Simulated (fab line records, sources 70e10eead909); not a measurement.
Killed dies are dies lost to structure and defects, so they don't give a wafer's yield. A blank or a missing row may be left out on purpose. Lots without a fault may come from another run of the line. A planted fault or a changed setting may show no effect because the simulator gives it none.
fab line records | flow nand_harc
record lots=7 wafers=21 last_day=30
route steps=1302 shown A_SLIT@946 A_SIN_REMOVE@947 A_WL_FILL@952 END@1302
lots that met no fault: from a run of the same line without faults
start_h: hours from the record's first day to the start of the lot's first wafer shown | wait_h: hours since the lot's step before | " the same as in the row above | L1.1+2: a row that stands for several wafers | - no value, or no start given | * or withheld: withheld | < > ~ a bound
route shown NAME@n: a module of which the file shows steps, and the number in the route of the first | usual: mean/standard deviation of fault-free wafers | same: alike in all rows | chamber/n: place in a boat | sites: the reading at each site | _std_site: their standard deviation | _edge_site: outer sites' mean less inner sites' | radius_mm: how far each site lies from the wafer's centre | mask NAME#n: copy n | behind: the tool/chamber that last shaped the wafer | hold: why the lot was held/for how many hours/how that ended | device: the transistor (n, p or np) that didn't switch | end of line: the same wafers' tests at the end of the route | a step without rows: its recipe alone | killed: dies lost to structure and defects at the first sort, not the wafer's yield | map: a wafer's dies, x killed, . not, _ none there
set.NAME: the setting as run; set.NAME@STEP: as run at that earlier step | model.NAME: the simulator's own value behind a step, which no gauge read
lots at some steps of the route; a table a step, a row a wafer
services: from which hour (start_h, from the record's first day; less than 0 if before it) a tool's chamber was out of use, for how many hours, and why
## steps
# step NHARC_A_SLIT_CD_MEAS_21
# usual cd_nm=289.6/0.86
# columns lot.wafer tool chamber start_h wait_h cd_nm
L308.1 cd_sem-01 - 474.93 - 289.5
L308.3 " - " " 290.3
L308.5 " - " " 291.1
L311.1 cd_sem-03 - 505.25 - 288.3
L311.3 " - " " 288.0
L311.5 " - " " 287.9
L317.1 cd_sem-03 - 572.13 - 290.5
L317.3 " - " " 289.8
L317.6 " - " " 290.3
L316.2 cd_sem-03 - 576.11 - 287.9
L316.4 " - " " 288.2
L316.6 " - " " 287.5
L319.2 cd_sem-01 - 598.31 - 291.1
L319.4 " - " " 289.5
L319.6 " - " " 289.8
L321.1 cd_sem-03 - 608.96 - 289.9
L321.4 " - " " 289.5
L321.5 " - " " 289.1
L323.1 cd_sem-01 - 614.94 - 289.3
L323.5 " - " " 289.6
L323.6 " - " " 290.6
# step NHARC_A_SIN_REMOVE_WET_00
# recipe temp_c=160 time_s=15300 chemistry=H3PO4
# step NHARC_A_SIN_REMOVE_PRECLEAN_01
# recipe time_s=* temp_c=50 bath_age_min=0 chemistry=SC1
# step NHARC_A_SIN_REMOVE_SRD_02
# step NHARC_A_SIN_REMOVE_INSPECT_04
# usual raw_defect_count=393/93
# columns lot.wafer tool chamber start_h wait_h raw_defect_count
L308.1 defect_inspect-02 - 481.37 0.0 330
L308.3 " - " " 238
L308.5 " - " " 268
L311.1 defect_inspect-02 - 511.86 0.0 238
L311.3 " - " " 288
L311.5 " - " " 277
L317.1 defect_inspect-02 - 578.78 0.0 330
L317.3 " - " " 386
L317.6 " - " " 462
L316.2 defect_inspect-01 - 582.58 0.0 312
L316.4 " - " " 306
L316.6 " - " " 332
L319.2 defect_inspect-01 - 605.21 0.0 382
L319.4 " - " " 557
L319.6 " - " " 479
L321.1 defect_inspect-02 - 615.55 0.0 281
L321.4 " - " " 326
L321.5 " - " " 296
L323.1 defect_inspect-01 - 621.57 0.0 401
L323.5 " - " " 328
L323.6 " - " " 412
# step NHARC_A_WL_FILL_ALD_00
# recipe target_thk_a=30 pulse_time_s=3 ald_cycles=30 temp_c=300 material=Al2O3
# usual heater_power_w=473/35 precursor_pulse_height_rel=0.997/0.02
# columns lot.wafer tool chamber start_h wait_h heater_power_w precursor_pulse_height_rel
L308.3 ald_hk-03 3 483.17 1.8 484 1.017
L308.1 " 2 " " 461 1.016
L308.5 " 0 " " 498 1.022
L311.1 ald_hk-02 3 511.92 0.1 484 0.985
L311.3 " 1 " " 468 1.017
L311.5 " 3 " " 491 0.981
L317.3 ald_hk-01 3 578.85 0.1 480 1.017
L317.1 " 1 " " 519 1.041
L317.6 " 3 " " 487 0.989
L316.2 ald_hk-02 0 583.15 0.6 547 0.981
L316.4 " 1 " " 491 0.998
L316.6 " 3 " " 472 0.981
L319.2 ald_hk-03 1 605.27 0.1 431 0.999
L319.4 " 2 " " 451 0.989
L319.6 " 2 " " 447 0.993
L321.4 ald_hk-02 1 615.64 0.1 512 1.000
L321.1 " 2 " " 434 0.974
L321.5 " 1 " " 495 1.009
L323.1 ald_hk-03 0 621.69 0.1 464 0.980
L323.6 " 2 " " 450 1.007
L323.5 " 3 " " 446 0.967
# step NHARC_A_WL_FILL_RTA_01
# recipe temp_c=1000 time_s=5
# usual lamp_power_pct=31/3.8 lamp_zone_1_pct=31/3.8 lamp_zone_7_pct=31/3.9 wafer_temp_C_max=1005.8/1.4
# columns lot.wafer tool chamber start_h wait_h lamp_power_pct lamp_zone_1_pct lamp_zone_7_pct wafer_temp_C_max
L308.1 rtp_anneal-02 0 483.43 - 35 35 36 1007.5
L308.3 " 0 " " 35 35 36 1003.6
L308.5 " 0 " " 35 35 36 1005.5
L311.1 rtp_anneal-02 0 512.18 - 35 35 36 1005.6
L311.3 " 0 " " 35 35 36 1006.2
L311.5 " 0 " " 35 35 36 1008.1
L317.1 rtp_anneal-01 0 579.28 0.3 27 27 28 1005.7
L317.3 " 0 " " 27 27 28 1006.2
L317.6 " 0 " " 27 27 28 1004.2
L316.2 rtp_anneal-01 0 583.39 - 27 27 28 1004.3
L316.4 " 0 " " 27 27 28 1006.8
L316.6 " 0 " " 27 27 28 1006.9
L319.2 rtp_anneal-02 0 605.56 - 35 35 36 1004.9
L319.4 " 0 " " 35 35 36 1005.1
L319.6 " 0 " " 35 35 36 1006.1
L321.1 rtp_anneal-02 0 615.87 - 35 35 36 1005.5
L321.4 " 0 " " 35 35 35 1005.7
L321.5 " 0 " " 35 35 36 1006.0
L323.1 rtp_anneal-02 0 621.89 - 35 35 36 1007.2
L323.5 " 0 " " 35 35 36 1007.5
L323.6 " 0 " " 35 35 36 1005.9
# step NHARC_A_WL_FILL_ALD_02
# recipe target_thk_a=20 pulse_time_s=3 ald_cycles=100 temp_c=450 material=TiN
# usual heater_power_w=1132/100 precursor_pulse_height_rel=1.002/0.018
# columns lot.wafer tool chamber start_h wait_h heater_power_w precursor_pulse_height_rel
L308.1 ald_metal-01 3 483.65 0.2 1267 0.972
L308.3 " 2 " " 1162 1.015
L308.5 " 3 " " 1270 0.985
L311.3 ald_metal-01 1 512.47 0.2 969 0.990
L311.1 " 2 " " 1182 1.007
L311.5 " 3 " " 1266 1.026
L317.1 ald_metal-03 0 579.53 0.2 1131 1.003
L317.3 " 2 " " 1083 0.981
L317.6 " 0 " " 1128 1.008
L316.2 ald_metal-04 1 583.58 0.2 1280 1.005
L316.4 " 0 " " 1220 0.986
L316.6 " 2 " " 1112 0.985
L319.4 ald_metal-01 3 605.75 0.1 1285 1.017
L319.2 " 0 " " 1170 0.983
L319.6 " 3 " " 1290 1.020
L321.4 ald_metal-03 0 616.16 0.2 1139 0.999
L321.1 " 1 " " 1160 1.007
L321.5 " 3 " " 960 1.009
L323.1 ald_metal-01 1 622.19 0.3 1032 1.028
L323.6 " 3 " " 1266 1.012
L323.5 " 0 " " 1211 1.012
# step NHARC_A_WL_FILL_CVD_03
# recipe target_thk_a=400 temp_c=300 pressure_torr=40 wf6_flow_sccm=40 h2_flow_sccm=1600 ar_flow_sccm=1560 time_s=279 material=W
# usual heater_power_w=450/28 throttle_valve_pct=7.88/0.15
# columns lot.wafer tool chamber start_h wait_h heater_power_w throttle_valve_pct
L308.1 cvd_w-02 0 484.14 0.1 465 7.93
L308.3 " 0 " " 465 8.19
L308.5 " 1 " " 411 8.09
L311.1 cvd_w-02 0 512.84 0.1 454 7.70
L311.3 " 1 " " 404 7.96
L311.5 " 0 " " 463 8.01
L317.1 cvd_w-02 0 579.93 0.1 464 7.90
L317.3 " 1 " " 414 7.95
L317.6 " 0 " " 466 7.85
L316.2 cvd_w-02 1 584.01 0.1 411 8.00
L316.4 " 0 " " 471 7.85
L316.6 " 0 " " 462 7.98
L319.2 cvd_w-01 1 606.24 0.1 467 7.91
L319.4 " 1 " " 471 7.94
L319.6 " 1 " " 480 7.91
L321.1 cvd_w-02 1 616.52 0.1 407 8.19
L321.4 " 0 " " 469 7.92
L321.5 " 0 " " 474 8.05
L323.1 cvd_w-01 0 622.55 0.1 458 7.98
L323.6 " 0 " " 463 7.98
L323.5 " 1 " " 491 7.92
# step NHARC_A_WL_FILL_ETCHBACK_04
# recipe target_depth_a=600 time_s=120 chemistry=NF3
# step NHARC_A_WL_FILL_ETCHBACK_05
# recipe target_depth_a=220 time_s=60 temp_c=40 chemistry=Cl2/BCl3
# usual chamber_pressure_mTorr=10.002/0.0094 drypump_motor_current_A=5.60/0.27 oes_product_au=0.998/0.0087 run_length_s=81.2/0.54
# columns lot.wafer tool chamber start_h wait_h chamber_pressure_mTorr drypump_motor_current_A oes_product_au rf_hours_counter_h run_length_s
L308.1 rie_metal-03 0 484.70 0.2 9.999 5.53 0.997 1.6 81.1
L308.3 " 0 " " 10.006 5.50 0.981 - 81.0
L308.5 " 0 " " 9.989 5.52 0.996 - 81.5
L311.1 rie_metal-01 0 513.44 0.2 10.001 5.98 0.989 2.0 82.7
L311.3 " 1 " " 10.001 5.68 1.001 - 81.2
L311.5 " 1 " " 10.000 5.69 0.996 - 80.9
L317.1 rie_metal-03 0 580.55 0.2 9.995 5.48 1.014 0.9 61.2
L317.3 " 0 " " 10.017 5.49 0.999 - 60.8
L317.6 " 0 " " 10.006 5.48 1.009 - 61.1
L316.2 rie_metal-03 0 584.64 0.2 10.011 5.46 0.985 1.1 61.3
L316.4 " 1 " " 9.987 5.20 0.995 - 60.5
L316.6 " 0 " " 10.012 5.50 0.988 - 60.7
L319.2 rie_metal-03 0 606.80 0.2 9.987 5.48 1.000 1.4 60.7
L319.4 " 1 " " 10.002 5.23 1.001 - 60.2
L319.6 " 1 " " 10.015 5.26 1.006 - 60.1
L321.1 rie_metal-01 0 617.13 0.2 9.998 5.98 1.008 0.9 81.9
L321.4 " 0 " " 10.001 5.96 1.003 - 82.0
L321.5 " 1 " " 9.987 5.68 1.002 - 80.9
L323.1 rie_metal-01 0 623.17 0.2 10.006 5.98 1.009 1.1 82.1
L323.6 " 0 " " 10.000 5.99 1.012 - 82.0
L323.5 " 1 " " 10.003 5.68 1.012 - 80.5
# step NHARC_A_WL_FILL_STRIP_27
# recipe power_w=1500 temp_c=250 time_s=20 chemistry=N2/H2
# usual drypump_motor_current_A=5.3/0.33 heater_power_w=332/54
# columns lot.wafer tool chamber start_h wait_h drypump_motor_current_A heater_power_w rf_hours_counter_h
L308.1 plasma_asher-02 0 484.83 0.1 5.5 328 12
L308.3 " 0 " " 5.5 320 -
L308.5 " 1 " " 4.8 274 -
L311.1 plasma_asher-01 0 513.62 0.2 5.2 417 33
L311.3 " 1 " " 5.7 314 -
L311.5 " 1 " " 5.7 317 -
L317.1 plasma_asher-01 0 580.71 0.1 5.3 402 14
L317.3 " 0 " " 5.3 403 -
L317.6 " 1 " " 5.7 303 -
L316.2 plasma_asher-02 0 584.77 0.1 5.5 330 30
L316.4 " 0 " " 5.5 327 -
L316.6 " 0 " " 5.4 330 -
L319.2 plasma_asher-01 1 606.98 0.2 5.7 310 20
L319.4 " 0 " " 5.2 412 -
L319.6 " 0 " " 5.2 413 -
L321.1 plasma_asher-02 1 617.29 0.1 4.8 255 1
L321.4 " 0 " " 5.4 314 -
L321.5 " 0 " " 5.5 307 -
L323.1 plasma_asher-02 0 623.31 0.1 5.5 315 3
L323.6 " 0 " " 5.4 307 -
L323.5 " 1 " " 4.8 259 -
# step NHARC_END_SORT_01
# recipe temp_c=25
# usual killed_at_array=55/20 killed_at_other=1.2/1.3 killed_at_periphery=4.0/3 killed_dies=60/21 killed_open=3.2/1.9 killed_short=2.5/1.6
# same gross_dies=677
# columns lot.wafer tool chamber start_h wait_h killed_at_array killed_at_other killed_at_periphery killed_dies killed_open killed_short
L323.1 prober-02 0 723.74 2.5 77 2 4 83 5 2
L323.5 prober-02 0 726.94 3.7 82 1 5 88 2 5
L323.6 prober-02 0 727.74 4.0 90 0 2 92 6 2
# killed by level:class
L323.1 A_CHANNEL_HOLE_D1:chamber_film_flake=32 A_SLIT:chamber_film_flake=23 A_CONTACT:chamber_film_flake=7 P_GATE:chamber_film_flake=3 A_ONON_D2:geometric_particle:open=2 A_STAIRCASE:chamber_film_flake=2 A_WL_FILL:chamber_film_flake=2 A_M0:chamber_film_flake=2
L323.5 A_CHANNEL_HOLE_D1:chamber_film_flake=33 A_SLIT:chamber_film_flake=32 A_CONTACT:chamber_film_flake=6 A_WL_FILL:chamber_film_flake=3 A_M0:geometric_particle:short=2 P_CONTACT:chamber_film_flake=2 A_STAIRCASE:chamber_film_flake=2 P_M0:geometric_particle:open=1
L323.6 A_CHANNEL_HOLE_D1:chamber_film_flake=37 A_SLIT:chamber_film_flake=31 A_STAIRCASE:chamber_film_flake=5 A_WL_FILL:chamber_film_flake=4 A_CONTACT:chamber_film_flake=4 A_CHANNEL_FILL_D2:geometric_particle:open=2 A_M0:chamber_film_flake=2 P_CONTACT:geometric_particle:short=1
## services
# columns tool chamber start_h hours kind
rie_metal-03 1 459.90 2.5 repair
cvd_w-02 0 463.00 - clean
cvd_w-02 1 463.00 - clean
cvd_w-01 - 471.64 0.6 repair
ald_metal-04 - 474.00 10.0 pm
ald_metal-03 0 502.85 3.8 repair
cvd_w-01 0 510.62 3.7 repair
rie_metal-03 - 519.04 9.0 pm
rie_metal-03 0 519.04 9.0 vent_cycle
rie_metal-03 1 519.04 9.0 vent_cycle
plasma_asher-01 - 519.83 9.0 pm
plasma_asher-02 - 525.44 23.7 repair
ald_metal-01 - 526.12 10.0 pm
ald_metal-01 0 526.12 10.0 vent_cycle
ald_metal-01 1 526.12 10.0 vent_cycle
ald_metal-01 2 526.12 10.0 vent_cycle
ald_hk-02 - 529.14 10.0 pm
cvd_w-01 - 547.02 13.0 pm
ald_metal-03 - 568.00 10.0 pm
ald_hk-03 - 569.73 10.0 pm
rie_metal-01 - 575.02 9.0 pm
cvd_w-01 - 576.62 2.2 repair
ald_metal-04 0 584.96 3.0 repair
plasma_asher-02 - 603.12 9.0 pm
## key
first_sign step=NHARC_A_WL_FILL_ETCHBACK_05 reading=run_length_s direction=down sigmas=38 usual=* struck=*
effect none on later readings
met_at NHARC_A_WL_FILL_ETCHBACK_05
struck_wafers L316.2,L316.4,L316.6,L317.1,L317.3,L317.6,L319.2,L319.4,L319.6
tester_left_out L316,L317,L319
onset_between 484.70 580.55
fault kind=process_parameter_drift tool=rie_metal-03 chamber=- onset_h=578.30 steps=NHARC_A_WL_FILL_ETCHBACK_05 channel=time_s offset=* shape=step end_h=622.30 acts_in=* stated=*
# tester_left_out: of these lots the tester's yield and bins aren't shown, on N5 and GAA mostly nor the transistor test; their killed dies are dies lost to structure and defects alone, not to doping, threshold or leakage, so they don't give the yield
